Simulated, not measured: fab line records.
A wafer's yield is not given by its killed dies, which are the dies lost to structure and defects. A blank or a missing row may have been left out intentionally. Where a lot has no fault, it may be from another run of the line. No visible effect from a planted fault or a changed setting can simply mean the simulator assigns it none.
Which of the tools did it? | flow n5_finfet | 30 wafers from 10 lots sampled at 5 of the route's 1938 steps

## WHAT THE GAUGES SHOWED, per wafer
Not one reading of a measure or inspect step in the record can be checked against a usual standard deviation.

## WHICH TOOL RAN EACH LOT (tool, then ch and the chambers of the sampled wafers, then the start)
lot  | N5_BEOL_M0_CUTY_ETCH_63            | N5_BEOL_M0_STRIP_140               | N5_BEOL_M0_STRIP_104               | N5_BEOL_M0_TRENCH_ETCH_107        | N5_PASSIVATION_PROBE_49
L675 | rie_diel-03 ch 2,3, day 7 06:34    | rie_diel-05 ch 0,2,3, day 7 07:04  | rie_diel-05 ch 0,2,3, day 7 07:05  | rie_diel-05 ch 1,2,3, day 7 07:16 | -
L676 | rie_diel-06 ch 0,1,2, day 7 07:12  | rie_diel-06 ch 2,3, day 7 08:49    | rie_diel-06 ch 2,3, day 7 08:50    | rie_diel-03 ch 0,2, day 7 09:11   | -
L679 | rie_diel-05 ch 0,3, day 7 15:54    | rie_diel-06 ch 0,1,3, day 7 16:43  | rie_diel-06 ch 0,1,3, day 7 16:44  | rie_diel-06 ch 1,3, day 7 17:05   | -
L681 | rie_diel-06 ch 0,1, day 8 00:32    | rie_diel-06 ch 0,1, day 8 01:29    | rie_diel-06 ch 0,1, day 8 01:30    | rie_diel-03 ch 0,1,3, day 8 02:07 | -
L682 | rie_diel-06 ch 0,1,3, day 8 05:16  | rie_diel-05 ch 1,3, day 8 06:03    | rie_diel-05 ch 1,3, day 8 06:05    | rie_diel-05 ch 1,3, day 8 06:17   | prober-02, day 14 08:03
L683 | rie_diel-06 ch 0,2,3, day 8 16:07  | rie_diel-06 ch 0,1,2, day 8 17:11  | rie_diel-06 ch 0,1,2, day 8 17:12  | rie_diel-05 ch 0,1,2, day 8 17:51 | -
L687 | rie_diel-06 ch 0,3, day 9 12:24    | rie_diel-06 ch 2,3, day 9 12:52    | rie_diel-06 ch 2,3, day 9 12:53    | rie_diel-03 ch 1,2,3, day 9 13:04 | -
L688 | rie_diel-05 ch 0,1,3, day 9 17:54  | rie_diel-05 ch 0,2,3, day 9 18:32  | rie_diel-05 ch 0,2,3, day 9 18:34  | rie_diel-03 ch 0,1,2, day 9 18:44 | -
L689 | rie_diel-03 ch 0,1,2, day 9 21:45  | rie_diel-06 ch 0,2,3, day 9 23:35  | rie_diel-06 ch 0,2,3, day 9 23:36  | rie_diel-03 ch 2,3, day 9 23:46   | -
L690 | rie_diel-06 ch 1,2,3, day 10 07:31 | rie_diel-06 ch 1,2,3, day 10 08:40 | rie_diel-06 ch 1,2,3, day 10 08:41 | rie_diel-06 ch 1,2, day 10 08:51  | -
- N5_BEOL_M0_CUTY_ETCH_63: etches SOC in N2/H2, target depth 82.7 nm, overetch 16.5 nm, time 124 s.
- N5_BEOL_M0_STRIP_140: strips in CF4.
- N5_BEOL_M0_STRIP_104: strips in N2/H2.
- N5_BEOL_M0_TRENCH_ETCH_107: etches SiOC in C4F6/O2, target depth 32.8 nm, time 16.4 s.
- N5_PASSIVATION_PROBE_49

## WHAT THE TOOLS THEMSELVES READ (means of the sampled wafers that have a number; where no wafer has one, the mark that the record gives instead)
N5_BEOL_M0_CUTY_ETCH_63.
lot  | tool        | drypump_motor_current_A (A) | oes_product_au (a.u.) | rf_vpp_V (V) | showerhead_plenum_p_Torr (Torr) | throttle_valve_pct (%)
L675 | rie_diel-03 | 6.0                         | 0.65                  | 521.1        | 2.46                            | 17.86
L676 | rie_diel-06 | 5.4                         | 0.59                  | 523.5        | 2.52                            | 17.76
L679 | rie_diel-05 | 5.5                         | 0.64                  | 522.9        | 2.51                            | 17.82
L681 | rie_diel-06 | 5.1                         | 0.60                  | 525.5        | 2.59                            | 17.82
L682 | rie_diel-06 | 5.6                         | 0.60                  | 522.3        | 2.52                            | 17.72
L683 | rie_diel-06 | 5.7                         | 0.66                  | 524.6        | 2.58                            | 17.75
L687 | rie_diel-06 | 5.5                         | 0.57                  | 523.3        | 2.54                            | 17.95
L688 | rie_diel-05 | 5.4                         | 0.63                  | 523.4        | 2.51                            | 17.88
L689 | rie_diel-03 | 5.9                         | 0.67                  | 522.6        | 2.49                            | 17.86
L690 | rie_diel-06 | 5.8                         | 0.65                  | 523.7        | 2.55                            | 17.58

N5_BEOL_M0_STRIP_140.
lot  | tool        | bias_power_w (W) | cf4_flow_sccm (sccm) | drypump_motor_current_A (A) | oes_product_au (a.u.) | rf_vpp_V (V) | showerhead_plenum_p_Torr (Torr) | throttle_valve_pct (%)
L675 | rie_diel-05 | 75.04            | 150.2                | 5.5                         | 0.80                  | 270.9        | 1.80                            | 13.50
L676 | rie_diel-06 | 75.03            | 150.2                | 6.1                         | 0.70                  | 269.0        | 1.71                            | 13.65
L679 | rie_diel-06 | 74.87            | 150.4                | 5.6                         | 0.73                  | 270.6        | 1.78                            | 13.58
L681 | rie_diel-06 | 74.82            | 149.4                | 5.3                         | 0.74                  | 271.3        | 1.81                            | 13.50
L682 | rie_diel-05 | 74.96            | 150.3                | 5.2                         | 0.77                  | 270.8        | 1.77                            | 13.59
L683 | rie_diel-06 | 75.07            | 150.0                | 5.3                         | 0.81                  | 271.2        | 1.85                            | 13.49
L687 | rie_diel-06 | 74.97            | 149.6                | 5.9                         | 0.86                  | 271.2        | 1.84                            | 13.40
L688 | rie_diel-05 | 75.13            | 149.8                | 5.5                         | 0.77                  | 271.2        | 1.80                            | 13.53
L689 | rie_diel-06 | 74.95            | 149.9                | 5.7                         | 0.77                  | 272.4        | 1.81                            | 13.61
L690 | rie_diel-06 | 75.11            | 150.3                | 5.8                         | 0.79                  | 270.5        | 1.80                            | 13.44

N5_BEOL_M0_STRIP_104.
lot  | tool        | bias_power_w (W) | chamber_pressure_mTorr (mTorr) | drypump_motor_current_A (A) | oes_product_au (a.u.) | rf_vpp_V (V) | showerhead_plenum_p_Torr (Torr) | throttle_valve_pct (%)
L675 | rie_diel-05 | 7.015            | 20.00                          | 5.5                         | 0.80                  | 59.0         | 2.54                            | 23.51
L676 | rie_diel-06 | 7.018            | 19.99                          | 6.1                         | 0.71                  | 59.2         | 2.41                            | 23.39
L679 | rie_diel-06 | 6.990            | 20.02                          | 5.6                         | 0.73                  | 59.3         | 2.52                            | 23.43
L681 | rie_diel-06 | -                | -                              | -                           | -                     | -            | -                               | -
L682 | rie_diel-05 | -                | -                              | -                           | -                     | -            | -                               | -
L683 | rie_diel-06 | -                | -                              | -                           | -                     | -            | -                               | -
L687 | rie_diel-06 | 6.986            | 20.00                          | 5.9                         | 0.86                  | 59.5         | 2.61                            | 23.28
L688 | rie_diel-05 | 6.999            | 19.99                          | 5.5                         | 0.78                  | 59.1         | 2.54                            | 23.52
L689 | rie_diel-06 | 6.988            | 19.96                          | 5.7                         | 0.78                  | 59.8         | 2.57                            | 23.51
L690 | rie_diel-06 | 7.002            | 20.00                          | 5.8                         | 0.79                  | 58.4         | 2.55                            | 23.27

N5_BEOL_M0_TRENCH_ETCH_107.
lot  | tool        | drypump_motor_current_A (A) | oes_ar_750_au (a.u.) | oes_product_au (a.u.) | rf_vpp_V (V) | showerhead_plenum_p_Torr (Torr) | throttle_valve_pct (%)
L675 | rie_diel-05 | 5.4                         | 0.81                 | 0.81                  | 676          | 2.87                            | 20.81
L676 | rie_diel-03 | 6.1                         | 0.80                 | 0.79                  | 664          | 2.76                            | 20.92
L679 | rie_diel-06 | 6.1                         | 0.75                 | 0.74                  | 664          | 2.77                            | 20.73
L681 | rie_diel-03 | 5.7                         | 0.89                 | 0.90                  | 675          | 2.82                            | 20.85
L682 | rie_diel-05 | 5.2                         | 0.79                 | 0.80                  | 667          | 2.82                            | 20.91
L683 | rie_diel-05 | 5.5                         | 0.73                 | 0.74                  | 664          | 2.87                            | 20.81
L687 | rie_diel-03 | 5.6                         | 0.84                 | 0.85                  | 675          | 2.80                            | 20.85
L688 | rie_diel-03 | 5.9                         | 0.83                 | 0.83                  | 671          | 2.79                            | 20.89
L689 | rie_diel-03 | 6.0                         | 0.78                 | 0.77                  | 666          | 2.74                            | 20.87
L690 | rie_diel-06 | 5.5                         | 0.82                 | 0.81                  | 659          | 2.89                            | 20.55

N5_PASSIVATION_PROBE_49.
lot  | tool      | defect_limited_yield (%) | killed_at_M0_to_M3 | killed_at_M4_up | killed_at_contacts | killed_at_front_end | killed_at_other | killed_dies | killed_open | killed_short | sort_bin_5_function (%) | sort_bin_6_memory (%) | sort_bin_8_speed (%) | sort_n_pass | sort_yield_pct (%)
L682 | prober-02 | 92.2                     | 21                 | 18              | 11                 | 38                  | 3               | 92          | 63          | 26           | 4.6                     | 2.9                   | 0.0                  | 1088        | 92.2

## THE ANSWER, worked out from the rows above alone
Rule: the lots themselves supply what counts as usual. Put in order of their means at a reading, lots are off if they are a third of the lots or fewer, leave a main group of 4 or more, and stand apart from it by a gap of 3 or more times the standard deviation of the main group's means; of several such gaps the widest counts. If all means in a main group match to the digits the tables above print for the reading, that group is not used. Also off: a lot with no number at a reading for which 4 or more lots have one. Any other lot the step has rows for is counted as sound. Order of review: gauges by route order, followed by the tools' own readings, for which a lot's mean as printed above is used. The first step at which some lot is off is used, and at that step the reading that is off furthest; a lot without a number counts as furthest.
Off, at N5_BEOL_M0_STRIP_104 on bias_power_w: L681, L682, L683. Without a number there: L681, L682, L683. Mean 7.000 W and standard deviation 0.012 in the main group.
If a tool, at that step or one of the process steps before it, ran each lot that is off and ran no sound lot following the first of them, it fits. None of those tried fits.

## WHAT WAS PUT IN BY THE SIMULATOR
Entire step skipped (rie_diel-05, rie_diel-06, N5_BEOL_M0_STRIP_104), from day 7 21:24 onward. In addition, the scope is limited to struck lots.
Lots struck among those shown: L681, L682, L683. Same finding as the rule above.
